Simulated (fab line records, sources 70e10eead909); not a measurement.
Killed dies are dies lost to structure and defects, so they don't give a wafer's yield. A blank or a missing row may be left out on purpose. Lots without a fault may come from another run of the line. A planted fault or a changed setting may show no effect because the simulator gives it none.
Which tool did it? | flow nand_harc | 13 lots, 39 wafers sampled, at 7 steps of a route of 1302

WHAT THE GAUGES READ, wafer by wafer
NHARC_A_ONON_D2_THK_MEAS_02: measures by ellipsometry.
lot  | measured     | on            | thk_nm (nm)
L762 | day 12 12:54 | film_metro-02 | 971 973 974
L763 | day 12 18:38 | film_metro-02 | 992 991 991
L764 | day 12 18:59 | film_metro-01 | 1017 1015 1017
L770 | day 16 09:58 | film_metro-02 | 994 994 994
L766 | day 16 09:59 | film_metro-02 | 990 991 991
L769 | day 16 10:19 | film_metro-02 | 991 991 991
L771 | day 17 00:58 | film_metro-01 | 995 995 994
L767 | day 17 01:06 | film_metro-01 | 1007 1005 1006
L773 | day 17 08:03 | film_metro-01 | 1011 1011 1011
L776 | day 18 08:39 | film_metro-02 | 1003 1003 1003
L781 | day 20 00:57 | film_metro-02 | 1005 1006 1007
L782 | day 20 12:59 | film_metro-02 | 1012 1012 1010
L783 | day 21 18:10 | film_metro-02 | 1002 1002 1003

NHARC_A_ONON_D2_THK_MEAS_11: measures by ellipsometry.
lot  | measured     | on            | thk_nm (nm)
L762 | day 12 14:44 | film_metro-02 | 1002 1004 1005
L763 | day 12 20:20 | film_metro-02 | 1012 1008 1011
L764 | day 12 20:41 | film_metro-02 | 1005 1006 1006
L770 | day 16 11:40 | film_metro-02 | 985 985 987
L766 | day 16 11:49 | film_metro-02 | 997 999 999
L769 | day 16 12:01 | film_metro-02 | 996 996 995
L771 | day 17 03:17 | film_metro-01 | 985 987 987
L767 | day 17 03:25 | film_metro-01 | 1003 1002 1003
L773 | day 17 09:47 | film_metro-01 | 1015 1016 1016
L776 | day 18 10:46 | film_metro-01 | 990 991 991
L781 | day 20 02:47 | film_metro-01 | 986 988 986
L782 | day 20 14:41 | film_metro-02 | 990 990 992
L783 | day 21 19:52 | film_metro-02 | 1006 1008 1009

NHARC_A_ONON_D2_THK_MEAS_34: measures by ellipsometry.
lot  | measured     | on            | thk_nm (nm)
L762 | day 13 01:22 | film_metro-01 | 199.2 195.2 200.8
L763 | day 13 07:41 | film_metro-01 | 196.7 199.9 202.9
L764 | day 13 07:42 | film_metro-01 | 197.5 201.3 200.3
L770 | day 17 02:38 | film_metro-01 | 201.8 197.9 199.7
L766 | day 17 02:50 | film_metro-01 | 198.0 196.4 200.6
L769 | day 17 02:54 | film_metro-01 | 199.8 200.1 202.6
L771 | day 17 14:55 | film_metro-02 | 196.2 198.1 200.7
L767 | day 17 14:46 | film_metro-01 | 198.2 197.2 204.0
L773 | day 17 20:27 | film_metro-02 | 198.6 201.2 199.0
L776 | day 18 21:13 | film_metro-01 | 202.9 198.1 197.4
L781 | day 20 13:19 | film_metro-02 | 193.5 196.2 199.2
L782 | day 21 01:26 | film_metro-01 | 198.0 197.3 199.9
L783 | day 22 07:13 | film_metro-02 | 200.6 199.3 202.1

NHARC_A_CHANNEL_HOLE_D2_CD_MEAS_31.
lot  | measured     | on        | cd_nm (nm)
L762 | day 13 22:02 | cd_sem-02 | 91.1 93.4 90.0
L763 | day 14 06:13 | cd_sem-01 | 92.4 91.9 93.8
L764 | day 14 07:06 | cd_sem-03 | 89.4 90.8 89.9
L770 | day 17 16:20 | cd_sem-03 | 90.8 93.9 94.3
L766 | day 17 20:29 | cd_sem-02 | 91.4 90.8 91.3
L769 | day 17 21:24 | cd_sem-02 | 91.6 91.8 91.2
L771 | day 18 12:50 | cd_sem-02 | - - -
L767 | day 19 01:56 | cd_sem-03 | 89.2 91.6 92.4
L773 | day 19 00:59 | cd_sem-01 | - - -
L776 | day 19 10:17 | cd_sem-01 | 90.5 89.6 88.9
L781 | day 20 23:04 | cd_sem-01 | 89.7 90.3 91.6
L782 | day 21 12:55 | cd_sem-01 | 88.2 90.3 90.1
L783 | day 22 17:20 | cd_sem-01 | 89.9 90.4 88.5

NHARC_A_CHANNEL_HOLE_D2_INSPECT_40.
lot  | measured     | on                | raw_defect_count
L762 | day 13 22:14 | defect_inspect-02 | 213 217 165
L763 | day 14 06:24 | defect_inspect-02 | 319 193 364
L764 | day 14 07:17 | defect_inspect-01 | 264 241 327
L770 | day 17 16:31 | defect_inspect-01 | 257 315 345
L766 | day 17 20:41 | defect_inspect-02 | 343 497 368
L769 | day 17 21:35 | defect_inspect-01 | 202 229 156
L771 | day 18 13:01 | defect_inspect-01 | 4147 3879 3895
L767 | day 19 02:07 | defect_inspect-02 | 158 336 245
L773 | day 19 01:10 | defect_inspect-02 | 3940 4050 3959
L776 | day 19 10:28 | defect_inspect-02 | 329 234 232
L781 | day 20 23:16 | defect_inspect-02 | 243 202 163
L782 | day 21 13:06 | defect_inspect-02 | 242 273 162
L783 | day 22 17:31 | defect_inspect-02 | 214 168 253

NHARC_END_SORT_01.
lot  | measured     | on        | killed_at_array | killed_at_other | killed_at_periphery | killed_dies | killed_open | killed_short
L771 | day 30 16:32 | prober-02 | 677 677 677     | 0 0 0           | 0 0 0               | 677 677 677 | 1 1 0       | 0 0 0
L773 | day 30 18:10 | prober-01 | 675 677 676     | 0 0 0           | 2 0 1               | 677 677 677 | 3 0 0       | 0 0 0
L776 | day 31 10:43 | prober-01 | 65              | 0               | 2                   | 67          | 4           | 1

WHICH TOOL RAN EACH LOT (tool, then ch and the chambers of the sampled wafers, then the start)
lot  | NHARC_A_CHANNEL_HOLE_D2_DEP_00
L762 | acl_dep-02 ch 0, day 13 02:46
L763 | acl_dep-03 ch 0, day 13 08:28
L764 | acl_dep-02 ch 0, day 13 08:09
L770 | acl_dep-02 ch 0, day 17 06:01
L766 | acl_dep-03 ch 0, day 17 06:40
L769 | acl_dep-02 ch 0, day 17 07:35
L771 | acl_dep-01, day 17 19:08
L767 | acl_dep-03 ch 0, day 17 17:30
L773 | acl_dep-03, day 18 00:26
L776 | acl_dep-01 ch 0, day 18 23:35
L781 | acl_dep-02 ch 0, day 20 13:29
L782 | acl_dep-01 ch 0, day 21 03:23
L783 | acl_dep-01 ch 0, day 22 07:41
- NHARC_A_CHANNEL_HOLE_D2_DEP_00: deposits aC, target thk 3100 nm.

WHAT THE TOOLS THEMSELVES READ (means of the sampled wafers that have a number; where no wafer has one, the mark that the record gives instead)
NHARC_A_CHANNEL_HOLE_D2_DEP_00.
lot  | tool       | susceptor_temp_C (C) | throttle_valve_pct (%)
L762 | acl_dep-02 | 399.52               | 35.000
L763 | acl_dep-03 | 400.11               | 35.006
L764 | acl_dep-02 | 400.24               | 35.004
L770 | acl_dep-02 | -                    | 34.998
L766 | acl_dep-03 | 399.92               | 35.006
L769 | acl_dep-02 | 400.22               | 35.001
L771 | acl_dep-01 | -                    | -
L767 | acl_dep-03 | 400.15               | 35.005
L773 | acl_dep-03 | -                    | -
L776 | acl_dep-01 | 399.81               | 35.007
L781 | acl_dep-02 | -                    | 35.014
L782 | acl_dep-01 | -                    | 34.998
L783 | acl_dep-01 | 399.93               | 35.001

THE ANSWER, worked out from the rows above alone
Rule: what is usual is taken from the lots themselves. Put in order of their means at a reading, lots are off if they are a third of the lots or fewer, leave a main group of 4 or more, and stand apart from it by a gap of 3 or more times the standard deviation of the main group's means; of several such gaps the widest counts. A main group whose means are all the same, to the digits that the tables above print for the reading, isn't used. A lot without any number at a reading at which 4 lots or more have one is off too. The other lots that the step has rows for count as sound. The gauges are gone through in route order, then the tools' own readings, and for those a lot's mean is taken as printed above. The first step at which some lot is off is used, and at that step the reading that is off furthest; a lot without a number counts as furthest.
Off: L771, L773, at NHARC_A_CHANNEL_HOLE_D2_CD_MEAS_31 (cd_nm). Without a number there: L771, L773. The main group: mean 90.9 nm, standard deviation 1.1.
A tool fits if, at a process step before that reading, it ran every lot that is off, and no sound lot after the first of them. The gauges at NHARC_A_CHANNEL_HOLE_D2_CD_MEAS_31 aren't tried: what is off there is off at NHARC_A_CHANNEL_HOLE_D2_INSPECT_40 too, on other tools, and a gauge's error can't cause that. None of those tried fits.

WHAT THE SIMULATOR HAD PUT IN
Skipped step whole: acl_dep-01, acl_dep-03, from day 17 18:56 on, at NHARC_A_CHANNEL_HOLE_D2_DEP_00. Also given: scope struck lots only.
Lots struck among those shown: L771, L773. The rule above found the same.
